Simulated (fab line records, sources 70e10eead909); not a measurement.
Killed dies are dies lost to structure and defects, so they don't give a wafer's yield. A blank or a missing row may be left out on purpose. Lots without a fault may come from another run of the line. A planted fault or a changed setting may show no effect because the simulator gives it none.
Chamber matching | flow nand_harc | NHARC_A_WL_FILL_ETCHBACK_26 on rie_si-05: 4 sister chambers
The step etches the open film in HBr, target depth 52 nm, time 13.3 s. 8 wafers are shown with their chamber, then 10 later ones without.

WAFERS WITH THEIR CHAMBER
wafer  | chamber | drypump_motor_current_A (A) | oes_product_au (a.u.)
L081.1 | 1       | 6.5                         | 0.989
L080.4 | 2       | 5.4                         | 0.974
L080.6 | 1       | 6.4                         | 0.982
L084.2 | 2       | 5.5                         | 0.977
L084.5 | 0       | 6.4                         | 1.024
L084.6 | 3       | 6.2                         | 0.992
L090.1 | 0       | 6.4                         | 0.985
L090.4 | 3       | 6.2                         | 1.004

WAFERS WITHOUT THEIR CHAMBER
wafer  | drypump_motor_current_A (A) | oes_product_au (a.u.)
L090.5 | 5.5                         | 0.973
L091.2 | 6.2                         | 1.004
L091.4 | 5.5                         | 0.996
L091.5 | 5.5                         | 0.999
L094.1 | 6.5                         | 0.987
L094.2 | 6.2                         | 1.002
L094.5 | 6.2                         | 1.006
L097.1 | 6.5                         | 0.989
L097.3 | 6.2                         | 0.999
L097.6 | 6.4                         | 0.996

WHICH CHAMBER EACH WENT THROUGH
wafer  | from the rows above     | in truth
L090.5 | 2                       | 2
L091.2 | 3                       | 3
L091.4 | 2                       | 2
L091.5 | 2                       | 2
L094.1 | can't be placed: 1 or 0 | 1
L094.2 | 3                       | 3
L094.5 | 3                       | 3
L097.1 | can't be placed: 1 or 0 | 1
L097.3 | 3                       | 3
L097.6 | can't be placed: 0 or 1 | 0
Placed correctly: 7 of 10. Can't be placed from these rows: 3 (the true chamber is among the candidates in 3). Placed wrongly: 0.
How it was worked out, from the rows above alone: a wafer's distance from a chamber is the root of the sum, over the readings, of the square of ((its reading less the chamber's mean) divided by the reading's scatter). The wafer belongs to the nearest chamber; if the next one is less than 2 further off, it can't be placed. A chamber's mean is the mean of its shown wafers. The scatter: the root of (the sum of the squares of (reading less its chamber's mean) over the shown wafers, divided by (wafers less chambers)).
